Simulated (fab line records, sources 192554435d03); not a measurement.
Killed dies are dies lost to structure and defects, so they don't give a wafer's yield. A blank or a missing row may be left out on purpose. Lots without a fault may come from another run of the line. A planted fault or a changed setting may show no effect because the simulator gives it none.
A struck lot beside a sound one | flow n5_finfet | 23 steps out of a route of 1938
Sound: wafers L333.1, L333.2, L333.5. Struck: wafers L329.1, L329.2, L329.3. The cause comes at the end.
At each step with rows: each side's tool, then ch and its chambers, then its first start. Under that, the readings that differ: sound wafers | struck wafers | difference of the means | sigmas: that difference in standard deviations of wafers without a fault.
alike: readings whose means differ by less than 2 such deviations, and words and numbers that are the same on both sides. not compared: withheld readings, readings that some wafer has no value for, bounds like >300 that may hide the same value, and numbers for which the record gives no deviation and whose values overlap.
The two part at a step that has a row with sigmas, a row that says differs or no value, or rows on one side only. Numbers that don't overlap but have no deviation are shown without sigmas and don't part them. A reading that every wafer of one side lacks parts them only if that side has two wafers or more.

first, 8 steps without rows for these wafers: N5_BEOL_M12_SPUTTER_44 (material Ta, target thk 10 nm, time 16.13 s); N5_BEOL_M12_SPUTTER_45 (material Cu, target thk 80 nm, time 13.33 s); N5_BEOL_M12_ECD_47 (material Cu, target thk 720 nm); N5_BEOL_M12_ANNEAL_48 (time 90 s); N5_BEOL_M12_CMP_49 (polishes, stops on SiOC, t overpolish 20.6 s, target thk 320 nm); N5_BEOL_M12_PRE_CLEAN_52 (time 15 s); N5_BEOL_M12_DEP_53 (deposits SiCN from 3MS/NH3, target thk 30 nm, time 10.5 s); N5_BEOL_M13_ILD_DEP_00 (deposits SiOC from DEMS/O2, target thk 837.92 nm, time 166.4 s).
N5_BEOL_M13_COAT_58: time 60 s, resist thk 89 nm.
  sound on litho_track-05 ch 0, day 16 14:10; struck on litho_track-02 ch 0, day 15 20:43
  reading                                    | sound                | struck               | difference | sigmas
  spin_speed_rpm (rpm)                       | 1500.1 1499.2 1498.4 | 1686.7 1687.4 1689.0 | +188.5     | +99 or more
  model.BARC_of_BEOL_M13_COAT_58.thk_nm (nm) | 89 89 89.2           | 83.4 83.6 83.8       | -5.5       |
  alike: exhaust_pa
then, 8 steps without rows for these wafers: N5_BEOL_M13_COAT_04 (resist thk 400 nm); N5_BEOL_M13_EBR_06; N5_BEOL_M13_SOFTBAKE_05 (time 60 s); N5_BEOL_M13_EXPOSE_07 (exposes mask V12); N5_BEOL_M13_PEB_08 (peb time 90 s); N5_BEOL_M13_DEVELOP_09 (develop time 45 s); N5_BEOL_M13_HARDBAKE_14 (time 120 s); N5_BEOL_M13_DESCUM_15 (chemistry O2, time 7.9 s).
N5_BEOL_M13_ETCH_59: etches BARC in N2/H2, target depth 89 nm, overetch 26.7 nm, time 67.9 s.
  sound on rie_diel-03 ch 1,2,3, day 16 14:41; struck on rie_diel-03 ch 0,1,2, day 15 21:26
  reading                  | sound             | struck            | difference | sigmas
  model.etch.depth_nm (nm) | 88.97 88.94 89.11 | 83.46 83.55 83.84 | -5.39      |
  alike: drypump_motor_current_A, oes_product_au, rf_vpp_V, showerhead_plenum_p_Torr, throttle_valve_pct
  not compared: rf_hours_counter_h
then, 2 steps without rows for these wafers: N5_BEOL_M13_VIA_ETCH_16 (etches SiOC in C4F8/O2/Ar, target depth 921.7 nm); N5_BEOL_M13_STRIP_63 (strips in N2/H2).
N5_BEOL_M13_STRIP_64: strips in N2/H2.
  sound on plasma_asher-01 ch 0,1, day 16 15:02; struck on plasma_asher-02 ch 0,1, day 15 21:47
  reading                      | sound             | struck            | difference | sigmas
  strip_time_to_endpoint_s (s) | 31.32 31.30 31.35 | 29.72 29.74 29.84 | -1.56      | -23
  alike: drypump_motor_current_A, heater_power_w, oes_product_au
  not compared: rf_hours_counter_h
then, 2 steps without rows for these wafers: N5_BEOL_M13_STRIP_71 (strips in post etch residue remover, time 60 s); N5_PASSIVATION_PROBE_49.

WHERE THEY PART
First at N5_BEOL_M13_COAT_58; last, within this record, at N5_BEOL_M13_STRIP_64.

WHY: what the simulator had put in
Process parameter drift: litho_track-02, from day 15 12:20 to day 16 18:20, at N5_BEOL_M13_COAT_58. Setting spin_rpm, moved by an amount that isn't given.
